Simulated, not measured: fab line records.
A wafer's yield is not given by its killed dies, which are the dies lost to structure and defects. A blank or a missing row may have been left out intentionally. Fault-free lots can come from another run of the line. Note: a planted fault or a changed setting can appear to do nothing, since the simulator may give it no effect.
fab line records + flow n5-finfet + part 2 of 2: steps 30 to 35 of 35
record
- lots=5
- wafers=15
- last-day=18
route steps=1938 shown BEOL_M11@1583 BEOL_M12@1602
lots that met no fault: taken from a fault-free run of the same line
start-h: hours from the record's first day to the start of the lot's first wafer shown + wait-h: how many hours have passed since the lot's step before this one + " as in the row above + L1.1+2: a row that stands for several wafers + - no value, or no start was given + * or withheld: withheld + < > ~ a bound
route shown NAME@n: NAME is a module with steps in the file, n the number in the route of the first one + usual: mean/standard deviation taken from wafers without a fault + same: alike in all rows + chamber/n: place in a boat + sites: readings site by site + _std_site: standard deviation across them + _edge_site: the outer-site mean with the inner-site mean subtracted + radius-mm: how far each site lies from the wafer's centre + mask NAME#n: copy n + behind: the last tool/chamber to shape the wafer + hold: cause of the lot's hold/its duration in hours/its outcome + device: the transistor (n, p or np) that didn't switch + end of line: tests run on the same wafers once the route is complete + a step without rows: its recipe alone + killed: the dies lost at the first sort to structure and to defects; this is not the yield of the wafer + map: a wafer's dies, marking killed ones x, the rest . and places with no die _
set.NAME: the setting the step ran with; set.NAME@STEP: the setting that earlier step ran with + model.NAME: the simulator's own value behind a step, which no gauge read
certain route steps with their lots: each step a table, each wafer a row
services: a tool's chamber out of use, with start hour (start-h, from the record's first day; less than 0 if before it), hours out, and reason
## steps
# step N5_BEOL_M12_CD_MEAS_10
# recipe
- target-cd-nm=140
- landing-energy-ev=500
- detector=se-inlens
- polarity=opening
# usual
- cd-nm=137.9/2.2
| lot.wafer | tool      | chamber | start-h | wait-h | cd-nm |
|-----------|-----------|---------|---------|--------|-------|
| L077.1    | cd-sem-01 | 0       | 244.91  | -      | 136.6 |
| L077.2    | "         | 0       | "       | "      | 141.2 |
| L077.6    | "         | 0       | "       | "      | 139.7 |
| L082.2    | cd-sem-01 | 0       | 289.20  | -      | 135.2 |
| L082.5    | "         | 0       | "       | "      | 137.0 |
| L082.6    | "         | 0       | "       | "      | 138.8 |
| L084.1    | cd-sem-03 | 0       | 295.74  | -      | 138.9 |
| L084.2    | "         | 0       | "       | "      | 137.1 |
| L084.4    | "         | 0       | "       | "      | 133.9 |
| L095.1    | cd-sem-02 | 0       | 353.35  | -      | 143.3 |
| L095.2    | "         | 0       | "       | "      | 139.8 |
| L095.3    | "         | 0       | "       | "      | 138.6 |
| L096.2    | cd-sem-01 | 0       | 383.29  | -      | 137.8 |
| L096.4    | "         | 0       | "       | "      | 135.1 |
| L096.6    | "         | 0       | "       | "      | 135.4 |
# step N5_BEOL_M12_OVL_MEAS_11
# recipe
- points-per-wafer=44
# usual
- V11_OVL=-3/4.9
# same
- points-per-wafer=44
| lot.wafer | tool       | chamber | start-h | wait-h | V11_OVL[nm] |
|-----------|------------|---------|---------|--------|-------------|
| L077.1    | overlay-01 | 0       | 244.94  | 0.0    | -6          |
| L077.2    | "          | 0       | "       | "      | -10         |
| L077.6    | "          | 0       | "       | "      | -6          |
| L082.2    | overlay-02 | 0       | 289.23  | 0.0    | 0           |
| L082.5    | "          | 0       | "       | "      | -2          |
| L082.6    | "          | 0       | "       | "      | -2          |
| L084.1    | overlay-01 | 0       | 295.77  | 0.0    | -5          |
| L084.2    | "          | 0       | "       | "      | -5          |
| L084.4    | "          | 0       | "       | "      | -6          |
| L095.1    | overlay-01 | 0       | 353.38  | 0.0    | -1          |
| L095.2    | "          | 0       | "       | "      | 0           |
| L095.3    | "          | 0       | "       | "      | -2          |
| L096.2    | overlay-01 | 0       | 383.32  | 0.0    | -3          |
| L096.4    | "          | 0       | "       | "      | -1          |
| L096.6    | "          | 0       | "       | "      | 6           |
# step N5_BEOL_M12_INSPECT_12
# recipe
- mode=adi
- inspect-instrument=macro
# usual
- raw-defect-count=2.2/1.6
| lot.wafer | tool              | chamber | start-h | wait-h | raw-defect-count |
|-----------|-------------------|---------|---------|--------|------------------|
| L077.1    | defect-inspect-02 | -       | 244.97  | 0.0    | 6                |
| L077.2    | "                 | -       | "       | "      | 1                |
| L077.6    | "                 | -       | "       | "      | 0                |
| L082.2    | defect-inspect-02 | -       | 289.25  | 0.0    | 0                |
| L082.5    | "                 | -       | "       | "      | 4                |
| L082.6    | "                 | -       | "       | "      | 0                |
| L084.1    | defect-inspect-02 | -       | 295.79  | 0.0    | 2                |
| L084.2    | "                 | -       | "       | "      | 0                |
| L084.4    | "                 | -       | "       | "      | 3                |
| L095.1    | defect-inspect-01 | -       | 353.40  | 0.0    | 2                |
| L095.2    | "                 | -       | "       | "      | 3                |
| L095.3    | "                 | -       | "       | "      | 5                |
| L096.2    | defect-inspect-02 | -       | 383.34  | 0.0    | 1                |
| L096.4    | "                 | -       | "       | "      | 2                |
| L096.6    | "                 | -       | "       | "      | 1                |
# step N5_BEOL_M12_DESCUM_15
# recipe
- chemistry=O2
- time-s=7.9
- source-power-w=50
- bias-power-w=20
- pressure-mtorr=20
- rf-frequency-hz=2.712e+07
- temp-c=40
- o2-flow-sccm=225
# usual
- drypump-motor-current-A=5.6/0.47
- oes-product-au=0.80/0.067
- rf-vpp-V=243.0/1.2
- showerhead-plenum-p-Torr=2.08/0.065
- temp-c=40.02/0.11
- throttle-valve-pct=20.21/0.21
| lot.wafer | tool        | chamber | start-h | wait-h | drypump-motor-current-A | oes-product-au | rf-hours-counter-h | rf-vpp-V | showerhead-plenum-p-Torr | temp-c | throttle-valve-pct |
|-----------|-------------|---------|---------|--------|-------------------------|----------------|--------------------|----------|--------------------------|--------|--------------------|
| L077.1    | rie-diel-04 | 3       | 245.08  | 0.1    | 5.6                     | 0.94           | 14                 | 244.9    | 2.14                     | 40.13  | 20.34              |
| L077.2    | "           | 0       | "       | "      | 5.9                     | 0.90           | 21                 | 242.2    | 2.04                     | 40.08  | 20.41              |
| L077.6    | "           | 1       | "       | "      | 5.2                     | 0.86           | -                  | 245.4    | 2.23                     | 40.05  | 20.21              |
| L082.2    | rie-diel-04 | 1       | 289.29  | 0.0    | 5.2                     | 0.84           | 54                 | 244.5    | 2.23                     | 40.10  | 20.24              |
| L082.5    | "           | 2       | "       | "      | 4.9                     | 0.80           | -                  | 242.8    | 2.12                     | 40.01  | 20.20              |
| L082.6    | "           | 0       | "       | "      | 5.9                     | 0.87           | -                  | 242.0    | 2.04                     | 39.92  | 20.43              |
| L084.1    | rie-diel-04 | 1       | 296.01  | 0.2    | 5.2                     | 0.84           | 57                 | 245.7    | 2.23                     | 39.87  | 20.24              |
| L084.2    | "           | 2       | "       | "      | 5.0                     | 0.78           | 90                 | 244.2    | 2.12                     | 40.11  | 20.21              |
| L084.4    | "           | 0       | "       | "      | 5.9                     | 0.87           | -                  | 242.5    | 2.04                     | 39.99  | 20.44              |
| L095.1    | rie-diel-02 | 0       | 353.44  | 0.0    | 6.2                     | 0.82           | 78                 | 243.7    | 2.00                     | 40.11  | 20.42              |
| L095.2    | "           | 2       | "       | "      | 6.2                     | 0.77           | 83                 | 241.0    | 2.03                     | 40.00  | 20.02              |
| L095.3    | "           | 2       | "       | "      | 6.2                     | 0.78           | -                  | 242.0    | 2.03                     | 39.98  | 20.02              |
| L096.2    | rie-diel-04 | 1       | 383.38  | 0.0    | 5.2                     | 0.81           | 86                 | 246.2    | 2.21                     | 39.90  | 20.28              |
| L096.4    | "           | 0       | "       | "      | 5.8                     | 0.82           | 67                 | 243.1    | 2.03                     | 39.96  | 20.47              |
| L096.6    | "           | 3       | "       | "      | 5.6                     | 0.88           | -                  | 243.7    | 2.13                     | 40.09  | 20.39              |
# step N5_BEOL_M12_ETCH_59
# recipe
- chemistry=N2/H2
- target=BARC
- target-depth-a=890
- overetch-a=267
- time-s=67.9
- ion-energy-ev=200
- pressure-mtorr=30
- source-w=840
- bias-w=150
- n2-flow-sccm=200
- h2-flow-sccm=200
# usual
- drypump-motor-current-A=5.6/0.47
- oes-product-au=0.68/0.054
- rf-vpp-V=523.8/2
- showerhead-plenum-p-Torr=2.54/0.078
- throttle-valve-pct=17.73/0.17
| lot.wafer | tool        | chamber | start-h | wait-h | drypump-motor-current-A | oes-product-au | rf-hours-counter-h | rf-vpp-V | showerhead-plenum-p-Torr | throttle-valve-pct |
|-----------|-------------|---------|---------|--------|-------------------------|----------------|--------------------|----------|--------------------------|--------------------|
| L077.1    | rie-diel-04 | 3       | 245.12  | 0.0    | 5.6                     | 0.79           | 14                 | 525.8    | 2.60                     | 17.72              |
| L077.2    | "           | 0       | "       | "      | 5.9                     | 0.77           | 21                 | 522.5    | 2.47                     | 17.68              |
| L077.6    | "           | 1       | "       | "      | 5.2                     | 0.74           | -                  | 528.5    | 2.72                     | 17.76              |
| L082.2    | rie-diel-04 | 1       | 289.32  | 0.0    | 5.2                     | 0.74           | 54                 | 528.3    | 2.72                     | 17.77              |
| L082.5    | "           | 2       | "       | "      | 5.0                     | 0.69           | -                  | 524.1    | 2.58                     | 17.83              |
| L082.6    | "           | 0       | "       | "      | 5.9                     | 0.75           | -                  | 522.4    | 2.46                     | 17.69              |
| L084.1    | rie-diel-04 | 1       | 296.04  | 0.0    | 5.2                     | 0.72           | 57                 | 526.8    | 2.72                     | 17.79              |
| L084.2    | "           | 2       | "       | "      | 5.0                     | 0.68           | 90                 | 525.6    | 2.58                     | 17.83              |
| L084.4    | "           | 0       | "       | "      | 5.9                     | 0.74           | -                  | 524.2    | 2.46                     | 17.69              |
| L095.1    | rie-diel-02 | 0       | 353.49  | 0.0    | 6.2                     | 0.70           | 78                 | 522.1    | 2.45                     | 17.98              |
| L095.2    | "           | 2       | "       | "      | 6.2                     | 0.68           | 83                 | 520.9    | 2.47                     | 17.51              |
| L095.3    | "           | 2       | "       | "      | 6.2                     | 0.69           | -                  | 523.3    | 2.47                     | 17.50              |
| L096.2    | rie-diel-04 | 1       | 383.41  | 0.0    | 5.2                     | 0.69           | 86                 | 527.0    | 2.70                     | 17.82              |
| L096.4    | "           | 0       | "       | "      | 5.8                     | 0.70           | 67                 | 522.1    | 2.45                     | 17.74              |
| L096.6    | "           | 3       | "       | "      | 5.6                     | 0.74           | -                  | 523.6    | 2.59                     | 17.78              |
# step N5_BEOL_M12_VIA_ETCH_16
# recipe
- chemistry=C4F8/O2/Ar
- target=SiOC
- pressure-mtorr=30
- source-w=3000
- bias-w=700
- Ar_flow_sccm=400
- C4F8_flow_sccm=15
- O2_flow_sccm=8
- he-inner-torr=15
- he-outer-torr=30
- target-depth-a=7248
- time-s=withheld
- ion-energy-ev=250
- ends=cleared
# usual
- drypump-motor-current-A=5.6/0.47
- he-outer-torr=29.99/0.057
- oes-product-au=0.72/0.062
- rf-vpp-V=665.4/2.6
- showerhead-plenum-p-Torr=3.41/0.1
- throttle-valve-pct=24.03/0.27
| lot.wafer | tool        | chamber | start-h | wait-h | drypump-motor-current-A | he-outer-torr | oes-product-au | rf-vpp-V | showerhead-plenum-p-Torr | throttle-valve-pct |
|-----------|-------------|---------|---------|--------|-------------------------|---------------|----------------|----------|--------------------------|--------------------|
| L077.1    | rie-diel-04 | 3       | 245.17  | 0.0    | 5.6                     | 30.07         | 0.85           | 667.6    | 3.54                     | 24.35              |
| L077.2    | "           | 0       | "       | "      | 5.9                     | 29.94         | 0.81           | 662.2    | 3.33                     | 24.10              |
| L077.6    | "           | 1       | "       | "      | 5.2                     | 29.99         | 0.78           | 670.0    | 3.63                     | 24.02              |
| L082.2    | rie-diel-04 | 1       | 289.37  | 0.0    | 5.2                     | 29.98         | 0.76           | 670.7    | 3.62                     | 24.05              |
| L082.5    | "           | 2       | "       | "      | 5.0                     | 29.95         | 0.73           | 666.5    | 3.46                     | 23.96              |
| L082.6    | "           | 0       | "       | "      | 5.9                     | 30.03         | 0.78           | 663.6    | 3.32                     | 24.11              |
| L084.1    | rie-diel-04 | 1       | 296.09  | 0.0    | 5.2                     | 29.94         | 0.77           | 669.9    | 3.62                     | 24.05              |
| L084.2    | "           | 2       | "       | "      | 5.0                     | 30.12         | 0.73           | 667.8    | 3.45                     | 23.96              |
| L084.4    | "           | 0       | "       | "      | 5.9                     | 29.89         | 0.78           | 664.2    | 3.32                     | 24.12              |
| L095.1    | rie-diel-02 | 0       | 353.57  | 0.1    | 6.2                     | 30.01         | 0.74           | 663.1    | 3.30                     | 24.35              |
| L095.2    | "           | 2       | "       | "      | 6.2                     | 30.05         | 0.72           | 663.3    | 3.33                     | 23.77              |
| L095.3    | "           | 2       | "       | "      | 6.2                     | 30.02         | 0.71           | 662.3    | 3.33                     | 23.77              |
| L096.2    | rie-diel-04 | 1       | 383.47  | 0.0    | 5.2                     | 29.99         | 0.73           | 670.2    | 3.60                     | 24.10              |
| L096.4    | "           | 0       | "       | "      | 5.8                     | 29.99         | 0.73           | 661.7    | 3.30                     | 24.14              |
| L096.6    | "           | 3       | "       | "      | 5.6                     | 30.03         | 0.80           | 666.9    | 3.52                     | 24.39              |
## services
| tool           | chamber | start-h | hours | kind   |
|----------------|---------|---------|-------|--------|
| rie-diel-02    | 2       | 220.06  | 5.1   | repair |
| pecvd-02       | -       | 222.95  | 4.3   | pm     |
| krf-scanner-02 | -       | 228.56  | 4.4   | pm     |
| rie-diel-02    | -       | 236.00  | 4.0   | repair |
| ecd-cu-01      | -       | 258.71  | 5.4   | pm     |
| rie-diel-04    | -       | 260.98  | 14.6  | pm     |
| pecvd-02       | -       | 271.36  | 6.0   | pm     |
| rie-diel-04    | 3       | 277.80  | 22.7  | repair |
| rie-diel-04    | -       | 278.13  | 2.0   | repair |
| krf-scanner-02 | -       | 307.60  | 3.6   | pm     |
| pecvd-01       | -       | 318.70  | 1.5   | repair |
| rie-diel-04    | 3       | 321.91  | 5.7   | repair |
| ecd-cu-01      | -       | 322.24  | 0.6   | repair |
| pecvd-02       | -       | 324.30  | 4.8   | repair |
| krf-scanner-02 | -       | 332.59  | 0.5   | repair |
| krf-scanner-02 | -       | 335.36  | 1.0   | pm     |
| rie-diel-04    | 1       | 338.19  | 8.8   | repair |
| krf-scanner-02 | -       | 349.50  | 1.3   | pm     |
| cvd-co-01      | 2       | 352.37  | 3.5   | repair |
| rie-diel-02    | 1       | 353.41  | 5.8   | repair |
| pecvd-01       | -       | 353.54  | 0.9   | repair |
| krf-scanner-02 | -       | 355.84  | 18.1  | repair |
| cvd-co-01      | 1       | 357.86  | 23.2  | repair |
| pecvd-01       | 2       | 382.85  | 2.5   | repair |
